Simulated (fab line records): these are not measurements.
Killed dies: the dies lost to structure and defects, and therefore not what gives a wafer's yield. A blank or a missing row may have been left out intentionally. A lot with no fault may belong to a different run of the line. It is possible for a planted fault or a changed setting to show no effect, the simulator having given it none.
Split-lot experiment ; flow n5_finfet ; route with 1938 steps; 7 lots, 21 wafers read

== ON THE SPLIT ==
At N5_BEOL_M5_COAT_74 (time 60 s, resist thk 5 nm), the setting spin_rpm was moved away from the recipe's 1500 rpm on 4 of the 21 wafers read, by -7.8% to +9.6%. The other wafers ran this setting at the recipe's value.

== FROM THE SPLIT TO THE READING: what the file shows between them, 5 steps ==
- N5_BEOL_M5_EXPOSE_25: exposes mask V4, defocus 10 nm (also split here: dose_mj)
- N5_BEOL_M5_PEB_26: peb time 60 s
- N5_BEOL_M5_DEVELOP_27: develop time 30 s
- N5_BEOL_M5_CD_MEAS_28: target cd 30.6 nm, target cd y 20 nm
- N5_BEOL_M5_DESCUM_33: chemistry O2, time 7 s

== THE READING ==
etch.depth_nm (the simulator's own value, which no gauge read), in nm, at N5_BEOL_M5_ETCH_75 (etches underlayer in N2/H2, target depth 6.5 nm, time 5.2 s). The file gives no usual value for it. Across the 17 wafers here that went through the recipe, the average is 5.002 nm and the standard deviation 0.012 nm.

wafer;tool, chamber at the split;spin_rpm as run, rpm;against the recipe;etch.depth_nm, nm;against lot-mates on the recipe
L078.1;litho_track-01, 0;1500;recipe;5.02;-
L078.2;litho_track-01, 0;1500;recipe;5.022;-
L078.6;litho_track-01, 0;1500;recipe;5.003;-
L079.1;litho_track-05, 0;1500;recipe;5.023;-
L079.3;litho_track-05, 0;1573;+4.9%;4.883;-0.130
L079.5;litho_track-05, 0;1500;recipe;5.004;-
L080.2;litho_track-03, 0;1500;recipe;4.994;-
L080.3;litho_track-03, 0;1500;recipe;5.014;-
L080.4;litho_track-03, 0;1500;recipe;5.007;-
L082.2;litho_track-05, 0;1383;-7.8%;5.176;+0.187
L082.5;litho_track-05, 0;1500;recipe;4.989;-
L082.6;litho_track-05, 0;1500;recipe;4.99;-
L084.4;litho_track-01, 0;1500;recipe;4.985;-
L084.5;litho_track-01, 0;1644;+9.6%;4.765;-0.224
L084.6;litho_track-01, 0;1500;recipe;4.992;-
L093.1;litho_track-05, 0;1500;recipe;5.004;-
L093.3;litho_track-05, 0;1383;-7.8%;5.208;+0.203
L093.4;litho_track-05, 0;1500;recipe;5.007;-
L097.1;litho_track-01, 0;1500;recipe;4.987;-
L097.3;litho_track-01, 0;1500;recipe;4.994;-
L097.6;litho_track-01, 0;1500;recipe;5.005;-

THE FIT
A straight line over all 21 wafers: etch.depth_nm changes by -0.0245 nm for each +1% of spin_rpm; r = -0.99; the points scatter about the line by 0.012 nm.
The same after taking each lot's own level away (the mean of its wafers on the recipe; 21 wafers): -0.0245 nm for each +1%; r = -1.00; scatter 0.008 nm.
That fit puts the effect of the largest move of spin_rpm on the reading at 0.24 nm.
From 4.9885 to 5.0150 nm: that is the span of the lots' own levels, equal to 2.2 times the standard deviation above.
The two slopes are in agreement: the lot-to-lot level therefore moves the slope only a little.
Check: -0.243 nm against its lot-mates is what the line predicts for one of the wafers moved furthest among these (+9.6%) when that wafer is left out of the fit. It came out at -0.224 nm against them.

== THESE WAFERS: OTHER SPLITS ==
These wafers also went through other splits before the reading. Each is held against what the fit with the lots' levels taken away leaves over:
other split on the same wafers;wafers away from the commonest value;r with etch.depth_nm (lot level and that fit taken away)
N5_BEOL_M0_SAQP_EXPOSE_37 dose_mj;4;+0.03
N5_BEOL_M1_PECVD_72 temp_c;7;+0.09
N5_BEOL_M1_COAT_05 spin_rpm;8;-0.22
N5_BEOL_M2_ETCH_69 bias_w;11;-0.35
N5_BEOL_M3_COAT_76 spin_rpm;8;+0.03
N5_BEOL_M5_EXPOSE_25 dose_mj;5;-0.11

== FILE'S OWN FIT ==
etch.depth_nm changes by -0.0245 nm for each +1% of spin_rpm, r = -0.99.
